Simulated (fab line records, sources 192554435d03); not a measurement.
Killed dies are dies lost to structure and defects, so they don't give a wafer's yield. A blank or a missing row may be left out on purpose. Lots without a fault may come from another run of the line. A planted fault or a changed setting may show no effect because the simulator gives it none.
Chamber matching | flow n5_finfet | N5_FIN_SAQP_DESCUM_21 on rie_diel-02: 4 sister chambers
The step chemistry O2, time 7.9 s. 16 wafers are shown with their chamber, then 8 later ones without.

WAFERS WITH THEIR CHAMBER
wafer  | chamber | showerhead_plenum_p_Torr (Torr) | oes_product_au (a.u.) | throttle_valve_pct (%)
L074.2 | 1       | 2.18                            | 0.75                  | 20.41
L074.3 | 0       | 1.98                            | 0.71                  | 20.33
L074.4 | 3       | 2.03                            | 0.80                  | 20.15
L080.2 | 0       | 1.98                            | 0.71                  | 20.32
L080.5 | 3       | 2.03                            | 0.80                  | 20.17
L080.6 | 2       | 2.22                            | 0.83                  | 20.25
L081.1 | 0       | 1.98                            | 0.70                  | 20.33
L081.2 | 3       | 2.03                            | 0.79                  | 20.18
L081.3 | 1       | 2.17                            | 0.74                  | 20.46
L083.2 | 1       | 2.17                            | 0.74                  | 20.44
L083.5 | 2       | 2.22                            | 0.83                  | 20.26
L083.6 | 3       | 2.02                            | 0.79                  | 20.18
L084.1 | 0       | 1.98                            | 0.69                  | 20.35
L084.3 | 2       | 2.22                            | 0.83                  | 20.27
L084.6 | 3       | 2.02                            | 0.79                  | 20.19
L089.1 | 1       | 2.16                            | 0.72                  | 20.46

SIGNATURES (means of the wafers above)
reading                  | chamber 0 | chamber 1 | chamber 2 | chamber 3 | scatter within a chamber
showerhead_plenum_p_Torr | 1.9800    | 2.1700    | 2.2200    | 2.0260    | 0.00516
oes_product_au           | 0.7025    | 0.7375    | 0.8300    | 0.7940    | 0.00851
throttle_valve_pct       | 20.3325   | 20.4425   | 20.2600   | 20.1740   | 0.0165
Rule: a wafer's distance from a chamber is the root of the sum, over the readings, of the square of ((its reading less the chamber's mean) divided by the reading's scatter). The wafer belongs to the nearest chamber; if the next one is less than 2 further off, it can't be placed. The scatter: the root of (the sum of the squares of (reading less its chamber's mean) over the shown wafers, divided by (wafers less chambers)).

WAFERS WITHOUT THEIR CHAMBER
wafer  | showerhead_plenum_p_Torr (Torr) | oes_product_au (a.u.) | throttle_valve_pct (%)
L089.2 | 1.97                            | 0.68                  | 20.37
L089.4 | 2.02                            | 0.77                  | 20.20
L095.1 | 2.21                            | 0.79                  | 20.32
L095.2 | 1.97                            | 0.68                  | 20.39
L095.3 | 2.16                            | 0.72                  | 20.50
L096.1 | 2.21                            | 0.79                  | 20.30
L096.3 | 2.01                            | 0.75                  | 20.23
L096.4 | 2.16                            | 0.72                  | 20.49

WHICH CHAMBER EACH WENT THROUGH
wafer  | from the rows above | in truth
L089.2 | 0                   | 0
L089.4 | 3                   | 3
L095.1 | 2                   | 2
L095.2 | 0                   | 0
L095.3 | 1                   | 1
L096.1 | 2                   | 2
L096.3 | 3                   | 3
L096.4 | 1                   | 1
Placed correctly: 8 of 8. Can't be placed from these rows: 0. Placed wrongly: 0.
